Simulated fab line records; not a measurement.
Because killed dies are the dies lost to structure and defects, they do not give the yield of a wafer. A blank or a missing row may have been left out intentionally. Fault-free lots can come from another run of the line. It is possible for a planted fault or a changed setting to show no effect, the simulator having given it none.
Problem report in the 8D (eight disciplines) form, filled by code	flow nand_harc	the parts of the form that need people (team, actions taken, sign-off) are left out

== 1. THE ISSUE ==
At NHARC_A_ONON_D1_THK_MEAS_30, thk_nm averages 650 nm over 6 wafers from 2 lots, while fault-free wafers read 1001 nm, standard deviation 10. Relative to the usual mean, that is a shift of -35 standard deviations.
The step: measures by ellipsometry.
Seen first at day 13 12:53 on film_metro-02, wafer L995.3. Wafers with a number at this step in the record: 36, from 12 lots. Rule for "out", or "out of limits": more than 4 standard deviations from the usual mean. The rest of the wafers with a number are treated as sound.

== 2. WHAT IT IS, WHAT IT ISN'T ==
question	is	is not
which readings at this step	thk_nm	-
which lots	L995, L996	L101, L102, L104, L105, L983, L985, L987, L988, L990, L992
which wafers of those lots	all that have a number	-
read on which gauges	film_metro-02	film_metro-01
when	from day 13 12:53	up to then (18 sound wafers); but 12 sound wafers of L101, L102, L104, L105 came after

== 3. WHAT RULES OUT EACH SUSPECT ==
Counting: a tool at a process step up to the reading stays a suspect if it ran every lot that is out and no sound lot after the first of them.
- the gauge at NHARC_A_ONON_D1_THK_MEAS_30 has been ruled out. All the wafers that are out were read on film_metro-02, but those of them that NHARC_END_SORT_01 has rows for are out there too, on other tools.
- pecvd_onon-02 at NHARC_A_ONON_D1_DEP_28 (target thk 1000 nm): ruled out as a lasting fault. Sound lots L105 ran on it after its first lot that is out, L995 (day 13 12:30).
Left after counting: nothing in the record.

== 4. THE CAUSE (what the simulator had put in) ==
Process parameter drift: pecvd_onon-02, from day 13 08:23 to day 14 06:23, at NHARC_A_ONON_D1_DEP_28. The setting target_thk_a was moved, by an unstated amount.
It was ruled out by counting, in error; the rule expects a fault to strike all lots run on its tool from its start on, and this fault did not.

== 5. THE CHAIN OF EFFECTS, in route order ==
One row per reading whose mean, taken over the struck wafers that have a number, lies over 3 standard deviations from the usual. Scope: only readings with a usual standard deviation given in the record; hours: median across lots of the time from each lot's start at the first step in this table that gives one to its start at this step; sigmas: change in usual standard deviations.
hours	step	reading	usual	on struck wafers	change	sigmas
0	NHARC_A_ONON_D1_THK_MEAS_30	thk_nm	1001 nm	650	-351	-35
395	NHARC_END_SORT_01	killed_at_array	59	674	+615	+32
395	NHARC_END_SORT_01	killed_dies	64	677	+613	+32

== 6. HOW IT WOULD HAVE BEEN CAUGHT EARLIER ==
In this record the first reading out of limits at a measuring or inspecting step was taken at day 13 12:53, 4 hours after the fault began at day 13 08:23.
Of the tool readings at NHARC_A_ONON_D1_DEP_28 for which the record gives a usual standard deviation, none was out on any struck wafer, so an alarm limit of 4 standard deviations on them would not have fired.
